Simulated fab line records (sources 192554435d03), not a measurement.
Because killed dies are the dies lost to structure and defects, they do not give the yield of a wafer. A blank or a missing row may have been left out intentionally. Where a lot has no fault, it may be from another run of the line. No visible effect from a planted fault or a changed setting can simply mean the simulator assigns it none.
A struck lot beside a sound one / flow n5 finfet / 16 out of 1938 route steps
Sound: the wafers L223.4, L223.5, L223.6. Wafers struck: L235.3, L235.5, L235.6. At the end, the cause is stated.
For every step that has rows: the tool of each side, followed by ch and its chambers, followed by its first start. Under that, the readings that differ: sound wafers / struck wafers / difference of the means / sigmas: that difference in standard deviations of wafers without a fault.
alike: words and numbers the same on both sides, and readings whose means are apart by under 2 such deviations; not compared: readings that were withheld, readings missing a value for some wafer, numbers with overlapping values and no deviation given by the record, and bounds like >300 which may hide the same value.
A row with sigmas, a row that says differs or no value, or rows on one side alone: a step with any of these is where the two part. Non-overlapping numbers with no deviation appear without sigmas and do not part them. Lack of a reading on every wafer of one side parts them only where that side has two or more wafers.

N5_SPACER0_ALD_07: deposits SiNx, target thk 2 nm.
  sound on ald sin-01 ch 0,3, day 3 00:08; struck on ald sin-03 ch 0,1, day 6 01:23
  alike: heater power w
N5_SPACER0_ALD_00: deposits SiOCN, target thk 3.5 nm, pulse time 3 s, purge time 2 s.
  sound on ald sin-01 ch 0,3, day 3 00:17; struck on ald sin-03 ch 0,1, day 6 01:32
  alike: heater power w, precursor pulse height rel
N5_SPACER0_ALD_08: deposits SiNx, target thk 2 nm.
  sound on ald sin-01 ch 0,3, day 3 00:32; struck on ald sin-03 ch 0,1, day 6 01:48
  alike: heater power w
N5_SPACER0_INSPECT_04: inspects for defects (darkfield).
  sound on defect inspect-01, day 3 00:42; struck on defect inspect-01, day 6 01:58
  alike: raw defect count
then, 8 steps without rows for these wafers: N5_SD_EPI_N_COAT_32 (time 60 s, resist thk 350 nm); N5_SD_EPI_N_COAT_33 (time 60 s, resist thk 35 nm); N5_SD_EPI_N_COAT_03 (resist thk 150 nm); N5_SD_EPI_N_EBR_05; N5_SD_EPI_N_SOFTBAKE_04 (time 60 s); N5_SD_EPI_N_EXPOSE_06 (exposes mask SD N BLK, target cd 120 nm); N5_SD_EPI_N_PEB_07 (peb time 60 s); N5_SD_EPI_N_DEVELOP_08 (develop time 30 s).
N5_SD_EPI_N_CD_MEAS_09: target cd 120 nm.
  sound on cd sem-01 ch 0, day 3 01:06; struck on cd sem-01 ch 0, day 6 02:22
reading=cd nm (nm); sound=119.9 119.8 119.9; struck=123.9 123.7 123.7; difference=+3.9; sigmas=+6
N5_SD_EPI_N_OVL_MEAS_10:
  sound on overlay-01 ch 0, day 3 01:08; struck on overlay-02 ch 0, day 6 02:23
  alike: SD_N_BLK_OVL
-- the record jumps here: 5 days lie between the struck wafers' starts before and after (it left off in module SD_EPI_N and takes up again in module BEOL_M4, whose first step shown is number 1111 of the route) --
N5_BEOL_M4_RC_MEAS_101:
  sound on prober-01 ch 0, day 8 10:34; struck on prober-02 ch 0, day 10 22:16
  alike: DIBL_N, DIBL_P, IOFF_N, IOFF_P, ION_N, ION_P, SS_N, SS_P, VT_N, VT_P
after that, 1 step had no rows for these wafers: N5_PASSIVATION_PROBE_49.

## WHERE THEY PART
Only at N5_SD_EPI_N_CD_MEAS_09, as far as this record shows. Later steps at which nothing parts them and some readings are alike: N5_SD_EPI_N_OVL_MEAS_10, N5_BEOL_M4_RC_MEAS_101.

WHY: the cause the simulator had injected
Metrology matching offset: cd sem-01, from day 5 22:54 on, at N5_SD_EPI_N_CD_MEAS_09. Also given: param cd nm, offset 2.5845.
